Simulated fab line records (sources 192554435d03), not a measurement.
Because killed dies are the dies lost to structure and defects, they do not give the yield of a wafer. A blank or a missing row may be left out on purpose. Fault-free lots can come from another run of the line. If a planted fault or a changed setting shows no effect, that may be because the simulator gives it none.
Comparing a struck lot with a sound one -- flow n5Finfet -- 36 out of 1938 route steps
Sound: the wafers L405.3, L405.4, L405.6. Wafers L411.2, L411.4, L411.5 were the ones struck. At the end, the cause is stated.
Order at every step that has rows: each side's tool, ch and its chambers, its first start. Under that, the readings that differ: sound wafers -- struck wafers -- difference of the means -- sigmas: that difference in standard deviations of wafers without a fault.
alike: readings whose means differ by less than 2 such deviations, and words and numbers that are the same on both sides. not compared: withheld readings, readings that some wafer has no value for, bounds like >300 that may hide the same value, and numbers for which the record gives no deviation and whose values overlap.
A row with sigmas, a row that says differs or no value, or rows on one side alone: a step with any of these is where the two part. Numbers that don't overlap but have no deviation are shown without sigmas and don't part them. A reading missing from all wafers of one side parts the sides only when that side holds two or more wafers.

first, 9 steps without rows for these wafers: N5_BEOL_M4_ANNEAL_95 (time 240 s); N5_BEOL_M4_SPUTTER_96 (material Cu, target thk 4.5 nm, time 8.29 s); N5_BEOL_M4_ECD_50 (material Cu, target thk 300 nm); N5_BEOL_M4_ANNEAL_51 (time 90 s); N5_BEOL_M4_CMP_52 (polishes, stops on SiOC, t overpolish 6.8 s, target thk 40 nm); N5_BEOL_M4_PRE_CLEAN_60 (time 15 s); N5_BEOL_M4_CO_CAP_55 (material Co, precursor CCTBA/H2, target thk 2 nm, time 102.1 s); N5_BEOL_M4_PRE_CLEAN_56 (time 15 s); N5_BEOL_M4_DEP_57 (deposits SiCN from 3MS/NH3, target thk 8 nm, time 14 s).
N5_BEOL_M4_RC_MEAS_101:
  sound on prober-01 ch 0, day 8 07:28; struck on prober-01 ch 0, day 10 04:07
  alike: DIBL_N, DIBL_P, IOFF_N, IOFF_P, ION_N, ION_P, SS_N, SS_P, VT_N, VT_P
then, 24 steps without rows for these wafers: N5_BEOL_M5_ILD_DEP_00 (deposits SiCOH lowk from DEMS/porogen, target thk 140.64 nm, time 25.9 s); N5_BEOL_M5_CURE_79 (cures SiCOH lowk, time 240 s); N5_BEOL_M5_PECVD_70 (deposits SiO2 from TEOS/O2, target thk 16 nm, time 18 s); N5_BEOL_M5_HM_DEP_02 (deposits TiN, target thk 20 nm); N5_BEOL_M5_COAT_59 (time 60 s, resist thk 60 nm); N5_BEOL_M5_COAT_60 (time 60 s, resist thk 12 nm); N5_BEOL_M5_COAT_71 (time 60 s, resist thk 5 nm); N5_BEOL_M5_COAT_05 (resist thk 30 nm); N5_BEOL_M5_EBR_07; N5_BEOL_M5_SOFTBAKE_06 (time 60 s); N5_BEOL_M5_EXPOSE_08 (exposes mask M5, target cd 28 nm); N5_BEOL_M5_PEB_09 (peb time 60 s); N5_BEOL_M5_DEVELOP_10 (develop time 30 s); N5_BEOL_M5_DESCUM_16 (chemistry O2, time 7 s); N5_BEOL_M5_ETCH_72 (etches underlayer in N2/H2, target depth 6.5 nm, time 5.2 s); N5_BEOL_M5_ETCH_61 (etches SiARC in CF4, target depth 15.6 nm, time 26 s); N5_BEOL_M5_ETCH_62 (etches SOC in N2/H2, target depth 75 nm, overetch 15 nm, time 112.5 s); N5_BEOL_M5_STRIP_63 (strips in N2/H2); N5_BEOL_M5_STRIP_73 (strips in N2/H2); N5_BEOL_M5_STRIP_64 (strips in CF4); N5_BEOL_M5_HM_OPEN_17 (chemistry Cl2/BCl3, target TiN, target depth 20 nm, overetch 6 nm); N5_BEOL_M5_STRIP_19 (strips in O2); N5_BEOL_M5_COAT_65 (time 60 s, resist thk 60 nm); N5_BEOL_M5_COAT_66 (time 60 s, resist thk 12 nm).
-- the record jumps here: 5 days lie between the struck wafers' starts before and after (it left off in module BEOL_M5 and takes up again in module PASSIVATION, whose first step shown is number 1936 of the route) --
N5_PASSIVATION_AL_DEP_21: deposits Al, target thk 2800 nm, time 170 s.
  sound on pvdSputter-03 at day 12 06:04; struck on pvdSputter-03 at day 14 17:33
  no value came back on the struck wafers for cathodeDcPowerW (W), chamberPressurePa (Pa), substrateTempC (C), throttleValvePct (%); on the sound wafers cathodeDcPowerW (W) reads 30000 29998 30004
N5_PASSIVATION_PROBE_49:
  sound on prober-02 at day 12 11:50; struck on prober-02 at day 14 23:48
reading,sound,struck,difference,sigmas
defectLimitedYield (%),90.5 92.4 92.6,0 0 0,-92,-71
killed_at_M0_to_M3,37 32 40,8 8 6,-29,-3
killedAtFrontEnd,44 34 32,8 7 11,-28,-3
killedAtOther,2 2 2,1161 1163 1161,+1160,+99 or more
killedDies,112 90 87,1180 1180 1180,+1084,+72
killedOnRim,16 22 4,152 152 152,+138,+31
killedOpen,68 55 52,11 8 12,-48,-4
killedShort,43 29 34,8 8 7,-28,-4
sort_bin_5_function (%),5.9 3.9 4.2,70.8 72.1 74.2,+67.7,+74
sortNPass,1068 1090 1093,0 0 0,-1084,-72
sortYieldPct (%),90.5 92.4 92.6,0 0 0,-92,-71
  alike: killed_at_M4_up, killedAtContacts, sort_bin_6_memory

WHERE THEY PART
First at N5_PASSIVATION_AL_DEP_21; last, within this record, at N5_PASSIVATION_PROBE_49.

WHY: what had been put in by the simulator
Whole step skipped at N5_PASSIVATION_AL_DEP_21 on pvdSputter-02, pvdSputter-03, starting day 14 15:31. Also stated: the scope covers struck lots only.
